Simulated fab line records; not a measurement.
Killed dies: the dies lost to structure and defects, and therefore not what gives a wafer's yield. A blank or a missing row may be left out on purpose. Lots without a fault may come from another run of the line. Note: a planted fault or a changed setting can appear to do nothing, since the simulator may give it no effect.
fab line records	flow n5_finfet
record lots=7	wafers=21
route steps=1938 shown BEOL_M9@1411 BEOL_M10@1496 BEOL_M11@1560
start_h: start of the lot's first displayed wafer, in hours after the record's first day	wait_h: hours since the lot's step before	" the same as in the row above	L1.1+2: one row covering several wafers at once	- no value, or no start given	* or withheld: withheld	< > ~ a bound
route shown NAME@n: NAME is a module with steps in the file, n the number in the route of the first one	usual: average and standard deviation across the fault-free wafers	same: alike in all rows	chamber/n: place in a boat	sites: the reading at each site	_std_site: the values' standard deviation	_edge_site: outer sites' mean less inner sites'	radius_mm: how far each site lies from the wafer's centre	mask NAME#n: copy n	behind: the tool/chamber that last shaped the wafer	hold: the reason the lot was held/the length of the hold in hours/how it ended	device: whichever transistor did not switch (one of n, p or np)	end of line: the same wafers' tests at the end of the route	where a step has no rows: the recipe by itself	killed: not the wafer's yield, but the dies lost to structure and defects at the first sort	map: the dies of a wafer, with x for killed, . for not killed, _ for no die there
set.NAME: setting as actually run; set.NAME@STEP: the setting as run at that earlier step	model.NAME: the simulator's own value behind a step, which no gauge read
one table per step and one row per wafer, for lots whose settings were changed on purpose
## steps
# step N5_BEOL_M9_EXPOSE_08
# recipe mask_id=M9	na=1.35	source_shape=dipole	sigma_inner=0.411	sigma_outer=0.611	polarization=te	dose_mj=53.75
lot.wafer	tool	chamber	start_h	wait_h	mask	set.dose_mj
L078.1+4	arfi_scanner-01	0	232.44	-	M9#0	53.75
L078.5	"	0	"	"	M9#0	57.57
L085.2+4+6	arfi_scanner-02	0	272.98	-	M9#0	53.75
L086.1+6	arfi_scanner-01	0	281.10	-	M9#0	52.08
L086.3	"	0	"	"	M9#0	53.75
L087.2+6	arfi_scanner-03	0	298.46	-	M9#0	52.72
L087.3	"	0	"	"	M9#0	53.75
L091.2+4	arfi_scanner-02	0	315.44	-	M9#0	56.43
L091.3	"	0	"	"	M9#0	53.75
L095.1+2	arfi_scanner-02	0	336.15	-	M9#0	56.73
L095.3	"	0	"	"	M9#0	53.75
L097.1	arfi_scanner-03	0	347.78	-	M9#0	51.6
L097.2+4	"	0	"	"	M9#0	53.75
# step N5_BEOL_M9_PEB_09
# recipe peb_temp_c=withheld	peb_time_s=60	resist=CAR-ArF
# step N5_BEOL_M9_DEVELOP_10
# recipe develop_time_s=30	developer=TMAH	resist=CAR-ArF	rinse_liquid=diw	dry=air_spin	dev_temp_c=23
# step N5_BEOL_M9_CD_MEAS_11
# recipe target_cd_nm=64.1	landing_energy_ev=500	detector=se_inlens	polarity=opening
# usual cd_nm=64.1/0.51
lot.wafer	tool	chamber	start_h	wait_h	set.dose_mj@BEOL_M9_EXPOSE_08	cd_nm
L078.1	cd_sem-01	0	232.57	-	53.75	64.4
L078.4	"	0	"	"	53.75	63.7
L078.5	"	0	"	"	57.57	68.3
L085.2	cd_sem-01	0	273.10	-	53.75	64.1
L085.4	"	0	"	"	53.75	64.5
L085.6	"	0	"	"	53.75	64.6
L086.1	cd_sem-01	0	281.23	-	52.08	61.7
L086.3	"	0	"	"	53.75	64.2
L086.6	"	0	"	"	52.08	61.3
L087.2	cd_sem-01	0	298.59	-	52.72	63.2
L087.3	"	0	"	"	53.75	64.0
L087.6	"	0	"	"	52.72	62.4
L091.2	cd_sem-03	0	315.56	-	56.43	66.5
L091.3	"	0	"	"	53.75	63.0
L091.4	"	0	"	"	56.43	66.6
L095.1	cd_sem-02	0	336.28	-	56.73	66.6
L095.2	"	0	"	"	56.73	67.7
L095.3	"	0	"	"	53.75	64.3
L097.1	cd_sem-01	0	347.91	-	51.6	62.4
L097.2	"	0	"	"	53.75	64.7
L097.4	"	0	"	"	53.75	64.7
# step N5_BEOL_M9_DESCUM_16
# recipe chemistry=O2	time_s=7.9	source_power_w=50	bias_power_w=20	pressure_mtorr=20	rf_frequency_hz=2.712e+07	temp_c=40	resist=CAR-ArF	o2_flow_sccm=225
# step N5_BEOL_M9_ETCH_61
# recipe chemistry=CF4	target=SiARC	target_depth_a=390	mask_material=CAR-ArF	time_s=65	ion_energy_ev=80	pressure_mtorr=40	source_w=545	bias_w=36	Ar_flow_sccm=100	cf4_flow_sccm=100	ends=cleared
lot.wafer	tool	chamber	start_h	wait_h	set.dose_mj@BEOL_M9_EXPOSE_08	model.BEOL_M9.cd_offset_nm
L078.1	rie_diel-03	2	233.19	0.0	53.75	0.2
L078.4	"	3	"	"	53.75	-0.6
L078.5	"	2	"	"	57.57	4.2
L085.2	rie_diel-03	0	273.44	0.0	53.75	-0.2
L085.4	"	2	"	"	53.75	0
L085.6	"	0	"	"	53.75	0.2
L086.1	rie_diel-04	3	281.35	0.0	52.08	-2.2
L086.3	"	0	"	"	53.75	0.2
L086.6	"	3	"	"	52.08	-2.6
L087.2	rie_diel-03	3	298.71	0.0	52.72	-1.4
L087.3	"	2	"	"	53.75	-0.2
L087.6	"	3	"	"	52.72	-1.8
L091.2+4	rie_diel-01	3,2	315.69	0.0	56.43	2.6
L091.3	"	0	"	"	53.75	-0.8
L095.1	rie_diel-01	2	336.40	0.0	56.73	2.8
L095.2	"	1	"	"	56.73	3.6
L095.3	"	3	"	"	53.75	0.4
L097.1	rie_diel-01	3	348.04	0.0	51.6	-1.8
L097.2	"	0	"	"	53.75	0.6
L097.4	"	2	"	"	53.75	0.8
# step N5_BEOL_M9_ETCH_62
# recipe chemistry=N2/H2	target=SOC	target_depth_a=1100	overetch_a=220	mask_material=SiARC	temp_c=40	time_s=165	ion_energy_ev=200	pressure_mtorr=30	source_w=840	bias_w=150	n2_flow_sccm=200	h2_flow_sccm=200
lot.wafer	tool	chamber	start_h	wait_h	set.dose_mj@BEOL_M9_EXPOSE_08	model.BEOL_M9.cd_offset_nm
L078.1	rie_diel-03	2	233.24	0.0	53.75	0.2
L078.4	"	3	"	"	53.75	-1
L078.5	"	2	"	"	57.57	4.2
L085.2	rie_diel-03	0	273.49	0.0	53.75	-0.4
L085.4	"	2	"	"	53.75	0.2
L085.6	"	0	"	"	53.75	0
L086.1	rie_diel-04	3	281.40	0.0	52.08	-2.6
L086.3	"	0	"	"	53.75	0.4
L086.6	"	3	"	"	52.08	-2.8
L087.2	rie_diel-03	3	298.76	0.0	52.72	-1.4
L087.3	"	2	"	"	53.75	-0.2
L087.6	"	3	"	"	52.72	-1.6
L091.2+4	rie_diel-01	3,2	315.74	0.0	56.43	2.6
L091.3	"	0	"	"	53.75	-1
L095.1	rie_diel-01	2	336.45	0.0	56.73	3.2
L095.2	"	1	"	"	56.73	3.8
L095.3	"	3	"	"	53.75	0.4
L097.1	rie_diel-01	3	348.09	0.0	51.6	-1.8
L097.2	"	0	"	"	53.75	0
L097.4	"	2	"	"	53.75	0.8
# step N5_BEOL_M9_STRIP_68
# recipe chemistry=N2/H2	temp_c=40	n2_flow_sccm=200	h2_flow_sccm=200	rf_frequency_hz=6e+07
# step N5_BEOL_M9_STRIP_67
# recipe chemistry=CF4	resist=SiARC	power_w=300	bias_power_w=75	pressure_mtorr=50	cf4_flow_sccm=150	rf_frequency_hz=6e+07
# step N5_BEOL_M9_HM_OPEN_17
# recipe chemistry=Cl2/BCl3	target_depth_a=200	overetch_a=60	target=TiN	mask_material=SOC	ion_energy_ev=150	pressure_mtorr=10	icp_w=1000	bias_w=126	Cl2_flow_sccm=53.25	bcl3_flow_sccm=21.75	Ar_flow_sccm=25
lot.wafer	tool	chamber	start_h	wait_h	set.target_thk_a@BEOL_M9_HM_DEP_02	set.dose_mj@BEOL_M9_EXPOSE_08	model.etch.depth_nm	model.BEOL_M9.cd_offset_nm
L078.1	rie_metal-02	1	233.43	0.0	200	53.75	20.14	0.4
L078.4	"	0	"	"	200	53.75	19.87	-0.8
L078.5	"	1	"	"	200	57.57	20.08	4.4
L085.2	rie_metal-02	0	273.67	0.0	200	53.75	19.96	-0.2
L085.4	"	0	"	"	200	53.75	19.89	0.2
L085.6	"	0	"	"	200	53.75	19.93	0
L086.1	rie_metal-01	1	281.59	0.0	200	52.08	20.25	-2.6
L086.3	"	0	"	"	208.9	53.75	20.94	0.4
L086.6	"	0	"	"	200	52.08	19.94	-3
L087.2	rie_metal-03	0	298.94	0.0	200	52.72	19.84	-1.4
L087.3	"	1	"	"	200	53.75	19.92	0
L087.6	"	1	"	"	200	52.72	20.22	-1.6
L091.2	rie_metal-03	0	315.92	0.0	200	56.43	20.31	2.6
L091.3	"	0	"	"	200	53.75	20.13	-1
L091.4	"	1	"	"	200	56.43	20.48	2.8
L095.1	rie_metal-01	0	336.64	0.0	221.3	56.73	21.84	3.2
L095.2	"	1	"	"	200	56.73	19.88	4
L095.3	"	1	"	"	221.3	53.75	21.76	0.4
L097.1	rie_metal-02	0	348.28	0.0	219.5	51.6	22.21	-1.8
L097.2	"	1	"	"	219.5	53.75	22.05	0.2
L097.4	"	1	"	"	200	53.75	20.11	1
# step N5_BEOL_M9_STRIP_19
# recipe chemistry=O2	power_w=400	temp_c=40	pressure_mtorr=30	rf_frequency_hz=6e+07	bias_power_w=0	overash_fraction=0.2	o2_flow_sccm=225
# step N5_BEOL_M9_CD_MEAS_18
# recipe pitch_nm=140	target_cd_nm=70
# usual cd_nm=70.0/0.67
lot.wafer	tool	chamber	start_h	wait_h	set.dose_mj@BEOL_M9_EXPOSE_08	cd_nm
L078.1	cd_sem-02	-	233.69	0.0	53.75	70.2
L078.4	"	-	"	"	53.75	69.0
L078.5	"	-	"	"	57.57	74.2
L085.2	cd_sem-01	-	273.86	0.1	53.75	69.9
L085.4	"	-	"	"	53.75	69.9
L085.6	"	-	"	"	53.75	70.4
L086.1	cd_sem-01	-	281.77	0.0	52.08	67.4
L086.3	"	-	"	"	53.75	70.4
L086.6	"	-	"	"	52.08	66.8
L087.2	cd_sem-03	-	299.15	0.1	52.72	68.5
L087.3	"	-	"	"	53.75	69.7
L087.6	"	-	"	"	52.72	68.7
L091.2	cd_sem-01	-	316.12	0.1	56.43	72.8
L091.3	"	-	"	"	53.75	68.8
L091.4	"	-	"	"	56.43	72.4
L095.1	cd_sem-02	-	337.00	0.0	56.73	73.3
L095.2	"	-	"	"	56.73	74.4
L095.3	"	-	"	"	53.75	70.5
L097.1	cd_sem-01	-	348.46	0.0	51.6	67.9
L097.2	"	-	"	"	53.75	70.0
L097.4	"	-	"	"	53.75	71.0
# step N5_BEOL_M9_STRIP_36
# recipe chemistry=N2/H2	power_w=450	temp_c=40	pressure_mtorr=20	rf_frequency_hz=6e+07	overash_fraction=0.3	bias_power_w=7	h2_frac=0.5	n2_flow_sccm=200	h2_flow_sccm=200
lot.wafer	tool	chamber	start_h	wait_h	set.power_w
L078.1	rie_diel-04	1	234.83	0.0	450
L078.4+5	"	2,1	"	"	394.2
L085.2+4+6	rie_diel-03	1,1,2	277.14	0.0	450
L086.1+3+6	rie_diel-03	1,3,0	284.17	0.0	450
L087.2+3+6	rie_diel-04	1,3,1	300.20	0.0	450
L091.2+3	rie_diel-04	0,1	316.78	0.0	405.3
L091.4	"	2	"	"	450
L095.1+2+3	rie_diel-04	0,2,1	337.79	0.0	450
L097.1	rie_diel-04	0	351.23	0.0	423
L097.2+4	"	2	"	"	450
# step N5_BEOL_M9_TRENCH_ETCH_37
# recipe chemistry=C4F6/O2	target_depth_a=1514.3	target=SiCOH_lowk	time_s=49	ion_energy_ev=250	pressure_mtorr=30	source_w=345	bias_w=185	Ar_flow_sccm=300	C4F6_flow_sccm=10	O2_flow_sccm=10
lot.wafer	tool	chamber	start_h	wait_h	set.target_thk_a@BEOL_M9_HM_DEP_02	model.TiN_of_BEOL_M9_HM_DEP_02.thk_nm
L078.1+5	rie_diel-04	1	-	-	200	16
L078.4	"	2	"	"	200	15.8
L085.2+4+6	rie_diel-03	1,1,2	-	-	200	15.6
L086.1	rie_diel-03	1	-	-	200	16
L086.3	"	3	"	"	208.9	16.8
L086.6	"	0	"	"	200	15.6
L087.2	rie_diel-04	1	-	-	200	15.6
L087.3	"	3	"	"	200	15.8
L087.6	"	1	"	"	200	16
L091.2+3	rie_diel-04	0,1	-	-	200	16
L091.4	"	2	"	"	200	16.4
L095.1	rie_diel-04	0	-	-	221.3	17.4
L095.2	"	2	"	"	200	15.6
L095.3	"	1	"	"	221.3	17.6
L097.1+2	rie_diel-04	0,2	-	-	219.5	17.8
L097.4	"	2	"	"	200	16
# step N5_BEOL_M9_ETCH_41
# recipe chemistry=CH3F/O2	target=SiCN	target_depth_a=366	taper_deg=2	time_s=70.1	ion_energy_ev=120	mask_material=TiN	pressure_mtorr=30	source_w=395	bias_w=75	Ar_flow_sccm=150	CH3F_flow_sccm=30	O2_flow_sccm=20
# step N5_BEOL_M9_STRIP_80
# recipe chemistry=N2/H2	time_s=10	power_w=450	temp_c=40	pressure_mtorr=20	rf_frequency_hz=6e+07	bias_power_w=7	n2_flow_sccm=200	h2_flow_sccm=200
# step N5_BEOL_M9_PRECLEAN_42
# recipe chemistry=residue_remover	time_s=60	temp_c=40
# step N5_BEOL_M9_SRD_43
# recipe time_s=30	temp_c=23	rinse_liquid=diw	dry=ipa_marangoni
# step N5_BEOL_M9_CD_MEAS_35
# recipe target_cd_nm=70	target_cd_y_nm=40	polarity=opening
# usual cd_nm=70.0/0.69
lot.wafer	tool	chamber	start_h	wait_h	set.dose_mj@BEOL_M9_EXPOSE_08	cd_nm
L078.1	cd_sem-03	-	235.20	0.0	53.75	70.3
L078.4	"	-	"	"	53.75	69.4
L078.5	"	-	"	"	57.57	73.6
L085.2	cd_sem-01	-	277.51	0.0	53.75	70.1
L085.4	"	-	"	"	53.75	69.9
L085.6	"	-	"	"	53.75	70.4
L086.1	cd_sem-01	-	284.53	0.0	52.08	67.0
L086.3	"	-	"	"	53.75	70.8
L086.6	"	-	"	"	52.08	66.9
L087.2	cd_sem-02	-	300.58	0.0	52.72	68.4
L087.3	"	-	"	"	53.75	69.7
L087.6	"	-	"	"	52.72	68.2
L091.2	cd_sem-02	-	317.15	0.0	56.43	72.9
L091.3	"	-	"	"	53.75	68.6
L091.4	"	-	"	"	56.43	72.7
L095.1	cd_sem-01	-	338.17	0.0	56.73	73.0
L095.2	"	-	"	"	56.73	73.9
L095.3	"	-	"	"	53.75	70.5
L097.1	cd_sem-01	-	351.60	0.0	51.6	68.0
L097.2	"	-	"	"	53.75	70.2
L097.4	"	-	"	"	53.75	70.8
# step N5_BEOL_M10_COAT_22
# recipe resist=CAR-ArF	spin_rpm=1500	resist_thk_nm=90
lot.wafer	tool	chamber	start_h	wait_h	set.spin_rpm	model.CAR-ArF_of_BEOL_M10_COAT_22.thk_nm
L078.1	litho_track-04	0	-	-	1500	90.2
L078.4	"	0	"	"	1381	93.8
L078.5	"	0	"	"	1381	93.6
L085.2	litho_track-04	0	-	-	1500	89.8
L085.4+6	"	0	"	"	1500	90
L086.1+6	litho_track-02	0	-	-	1500	89.8
L086.3	"	0	"	"	1500	90
L087.2+6	litho_track-02	0	-	-	1500	90.2
L087.3	"	0	"	"	1344	95.2
L091.2	litho_track-04	0	-	-	1432	91.4
L091.3	"	0	"	"	1500	89.8
L091.4	"	0	"	"	1500	90
L095.1	litho_track-04	0	-	-	1415	92.8
L095.2	"	0	"	"	1500	90
L095.3	"	0	"	"	1415	92.6
L097.1	litho_track-02	0	-	-	1500	89.6
L097.2	"	0	"	"	1665	85
L097.4	"	0	"	"	1665	85.2
# step N5_BEOL_M10_EBR_24
# recipe solvent=PGMEA	ebr_width_mm=1.5
# step N5_BEOL_M10_SOFTBAKE_23
# recipe temp_c=110	time_s=60	resist=CAR-ArF
# step N5_BEOL_M10_EXPOSE_25
# recipe mask_id=V9	na=1.35	source_shape=annular	sigma_inner=0.5	sigma_outer=0.8	polarization=unpolarized	dose_mj=85.5
# step N5_BEOL_M10_PEB_26
# recipe peb_temp_c=withheld	peb_time_s=60	resist=CAR-ArF
# step N5_BEOL_M10_DEVELOP_27
# recipe develop_time_s=30	developer=TMAH	resist=CAR-ArF	rinse_liquid=diw	dry=air_spin	dev_temp_c=23
lot.wafer	tool	chamber	start_h	wait_h	set.spin_rpm@BEOL_M10_COAT_22	model.CAR-ArF_of_BEOL_M10_COAT_22.thk_nm
L078.1	litho_track-02	0	-	-	1500	88.4
L078.4	"	0	"	"	1381	92.2
L078.5	"	0	"	"	1381	91.8
L085.2+6	litho_track-04	0	-	-	1500	88.2
L085.4	"	0	"	"	1500	88.4
L086.1	litho_track-02	0	-	-	1500	88
L086.3+6	"	0	"	"	1500	88.2
L087.2+6	litho_track-04	0	-	-	1500	88.6
L087.3	"	0	"	"	1344	93.4
L091.2	litho_track-04	0	-	-	1432	89.8
L091.3+4	"	0	"	"	1500	88.2
L095.1	litho_track-04	0	-	-	1415	91.2
L095.2	"	0	"	"	1500	88.4
L095.3	"	0	"	"	1415	90.8
L097.1	litho_track-05	0	-	-	1500	87.8
L097.2	"	0	"	"	1665	83.2
L097.4	"	0	"	"	1665	83.6
# step N5_BEOL_M10_DESCUM_33
# recipe chemistry=O2	time_s=7.9	source_power_w=50	bias_power_w=20	pressure_mtorr=20	rf_frequency_hz=2.712e+07	temp_c=40	resist=CAR-ArF	o2_flow_sccm=225
lot.wafer	tool	chamber	start_h	wait_h	set.spin_rpm@BEOL_M10_COAT_22	model.CAR-ArF_of_BEOL_M10_COAT_22.thk_nm
L078.1	rie_diel-05	1	240.94	0.2	1500	83.6
L078.4	"	0	"	"	1381	87.4
L078.5	"	0	"	"	1381	87
L085.2	rie_diel-05	1	284.05	0.0	1500	83.2
L085.4	"	0	"	"	1500	83.6
L085.6	"	3	"	"	1500	83.4
L086.1+3	rie_diel-06	0,1	290.42	0.0	1500	83.2
L086.6	"	3	"	"	1500	83.4
L087.2	rie_diel-05	1	308.92	0.0	1500	83.6
L087.3	"	0	"	"	1344	88.8
L087.6	"	3	"	"	1500	83.8
L091.2	rie_diel-06	0	324.76	0.0	1432	85
L091.3	"	3	"	"	1500	83.4
L091.4	"	2	"	"	1500	83.2
L095.1	rie_diel-05	1	344.67	0.0	1415	86.2
L095.2	"	2	"	"	1500	83.4
L095.3	"	3	"	"	1415	86
L097.1	rie_diel-02	3	357.92	0.3	1500	83
L097.2	"	1	"	"	1665	78.4
L097.4	"	0	"	"	1665	78.6
# step N5_BEOL_M11_COAT_63
# recipe resist=SOC	temp_c=250	time_s=60	spin_rpm=1500	resist_thk_nm=100
lot.wafer	tool	chamber	start_h	wait_h	set.spin_rpm	model.SOC_of_BEOL_M11_COAT_63.thk_nm
L078.1	litho_track-05	0	248.28	1.1	1647	95.6
L078.4	"	0	"	"	1647	95.8
L078.5	"	0	"	"	1500	100.6
L085.2	litho_track-05	0	290.09	0.6	1500	100.6
L085.4+6	"	0	"	"	1500	100.4
L086.1	litho_track-05	0	299.02	0.1	1500	100.4
L086.3	"	0	"	"	1409	103.6
L086.6	"	0	"	"	1409	103.8
L087.2	litho_track-05	0	316.27	0.1	1657	94.8
L087.3	"	0	"	"	1500	99.8
L087.6	"	0	"	"	1657	94.2
L091.2+3	litho_track-05	0	330.52	0.1	1500	100
L091.4	"	0	"	"	1599	97.4
L095.1	litho_track-01	0	350.66	0.6	1500	100
L095.2	"	0	"	"	1380	104.4
L095.3	"	0	"	"	1500	99.8
L097.1	litho_track-05	0	371.22	3.2	1500	100.2
L097.2	"	0	"	"	1500	100
L097.4	"	0	"	"	1500	99.6
## key
split step=N5_BEOL_M9_EXPOSE_08	setting=dose_mj	stated=53.75	by=wafer
response step=N5_BEOL_M9_CD_MEAS_11	reading=cd_nm	change=+0.613	per=1%	r=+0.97
response step=N5_BEOL_M9_ETCH_61	reading=model.BEOL_M9.cd_offset_nm	change=+0.624	per=1%	r=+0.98
response step=N5_BEOL_M9_ETCH_62	reading=model.BEOL_M9.cd_offset_nm	change=+0.655	per=1%	r=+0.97
response step=N5_BEOL_M9_HM_OPEN_17	reading=model.BEOL_M9.cd_offset_nm	change=+0.674	per=1%	r=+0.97
response step=N5_BEOL_M9_CD_MEAS_18	reading=cd_nm	change=+0.688	per=1%	r=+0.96
response step=N5_BEOL_M9_CD_MEAS_35	reading=cd_nm	change=+0.654	per=1%	r=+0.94
split step=N5_BEOL_M9_STRIP_36	setting=power_w	stated=450	by=wafer
response none clear
split step=N5_BEOL_M10_COAT_22	setting=spin_rpm	stated=1500	by=wafer
response step=N5_BEOL_M10_COAT_22	reading=model.CAR-ArF_of_BEOL_M10_COAT_22.thk_nm	change=-0.439	per=1%	r=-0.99
response step=N5_BEOL_M10_DEVELOP_27	reading=model.CAR-ArF_of_BEOL_M10_COAT_22.thk_nm	change=-0.432	per=1%	r=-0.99
response step=N5_BEOL_M10_DESCUM_33	reading=model.CAR-ArF_of_BEOL_M10_COAT_22.thk_nm	change=-0.447	per=1%	r=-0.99
split step=N5_BEOL_M11_COAT_63	setting=spin_rpm	stated=1500	by=wafer
response step=N5_BEOL_M11_COAT_63	reading=model.SOC_of_BEOL_M11_COAT_63.thk_nm	change=-0.505	per=1%	r=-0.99
split outside_this_file step=N5_BEOL_M9_HM_DEP_02 setting=target_thk_a
# split outside_this_file: this setting was split too, and the file shows its column; the key of that split is in another file
